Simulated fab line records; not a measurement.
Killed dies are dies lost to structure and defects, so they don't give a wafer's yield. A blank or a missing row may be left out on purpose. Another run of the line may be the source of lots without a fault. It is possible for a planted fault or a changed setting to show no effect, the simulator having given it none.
Problem report, 8D (eight disciplines) form, completed by code | flow n5-finfet | the parts of the form that need people (team, actions taken, sign-off) are left out

## 1. THE PROBLEM
etch-rf-on-time-s at N5_BEOL_M0_ETCH_138 reads a mean of 37.5 s on 1 wafer of 1 lot; wafers without a fault read 29.3 s with a standard deviation of 0.86. That puts it +9.5 standard deviations away from the usual mean.
The step: etches SiCN in CH3F/O2, target depth 12 nm, time 31.6 s.
First observed at day 8 12:08: wafer L363.2, on rie-diel-06. The record holds 26 wafers of 9 lots with a number at this step. The rule behind "out" and "out of limits": a value lying over 4 standard deviations away from the usual mean. All remaining wafers that have a number are taken as sound.

## 2. WHAT IT IS, WHAT IT ISN'T
question                    | is                | is not
which readings at this step | etch-rf-on-time-s | drypump-motor-current-A, oes-product-au, rf-vpp-V, showerhead-plenum-p-Torr, throttle-valve-pct
which lots                  | L363              | L355, L357, L358, L369, L370, L372, L373, L375
which wafers of those lots  | L363.2            | L363.1
read on which tools         | rie-diel-06       | rie-diel-03
when                        | from day 8 12:08  | up to then (10 sound wafers); but 15 sound wafers of L369, L370, L372, L373, L375 came after

## 3. THE SUSPECTS, EACH WITH WHAT RULES IT OUT
Counting: any tool at a process step up to the reading remains a suspect provided it ran every lot that is out. Sound lots after the first of them don't rule it out here, since some wafers of a struck lot are sound.
- rie-diel-04 at N5_BEOL_M0_SAQP_CUT_ETCH_46 (etches SOC in N2/H2, target depth 135 nm, overetch 27 nm, time 202.5 s): kept. It ran the lot that is out, L363 (day 8 10:01).
- rie-diel-06 at N5_BEOL_M0_CUTY_DESCUM_61 (chemistry O2, time 7.9 s): kept. L363, the lot that is out, went through it at day 8 11:56; up to then, the latest sound lot through it was L358 at day 7 13:02.
- rie-diel-06 at N5_BEOL_M0_ETCH_138 (etches SiCN in CH3F/O2, target depth 12 nm, time 31.6 s): kept. L363, the lot that is out, went through it at day 8 12:08; up to then, the latest sound lot through it was L358 at day 7 13:14. Out on those wafers are its own readings of etch-rf-on-time-s.
- Within rie-diel-04 at N5_BEOL_M0_SAQP_CUT_ETCH_46, the wafers that are out were processed in chamber 1 and their sound lot-mates in chamber 3.
- Within rie-diel-06 at N5_BEOL_M0_CUTY_DESCUM_61, the wafers that are out were processed in chamber 0 and their sound lot-mates in chamber 2.
- Within rie-diel-06 at N5_BEOL_M0_ETCH_138, the wafers that are out were processed in chamber 0 and their sound lot-mates in chamber 2.
Left after counting: rie-diel-04 at N5_BEOL_M0_SAQP_CUT_ETCH_46, rie-diel-06 at N5_BEOL_M0_CUTY_DESCUM_61, rie-diel-06 at N5_BEOL_M0_ETCH_138.

## 4. THE CAUSE (what the simulator had put in)
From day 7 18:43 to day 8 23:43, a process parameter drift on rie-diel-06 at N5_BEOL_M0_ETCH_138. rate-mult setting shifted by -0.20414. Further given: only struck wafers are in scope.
3 suspects survive the count, and this tool is in that group.

## 5. THE EFFECT CHAIN, in route order
Each row: a reading where the mean over the struck wafers with a number is more than 3 standard deviations away from the usual. Scope: only readings with a usual standard deviation given in the record; hours: median across lots of the time from each lot's start at the first step in this table that gives one to its start at this step; sigmas: change in usual standard deviations.
hours | step                | reading           | usual  | on struck wafers | change | sigmas
0     | N5_BEOL_M0_ETCH_138 | etch-rf-on-time-s | 29.3 s | 37.5             | +8.2   | +9.5
Process steps it contains:
- N5_BEOL_M0_ETCH_138: etches SiCN in CH3F/O2, target depth 12 nm, time 31.6 s.
Later steps that measure or inspect, where all struck wafers having a row at the step show a number for every such reading and not one has moved that far: N5_BEOL_M4_RC_MEAS_101.

## 6. WHAT WOULD HAVE CAUGHT IT SOONER
First out-of-limits reading in this record: day 8 12:08, which is 17 hours after fault onset at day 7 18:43.
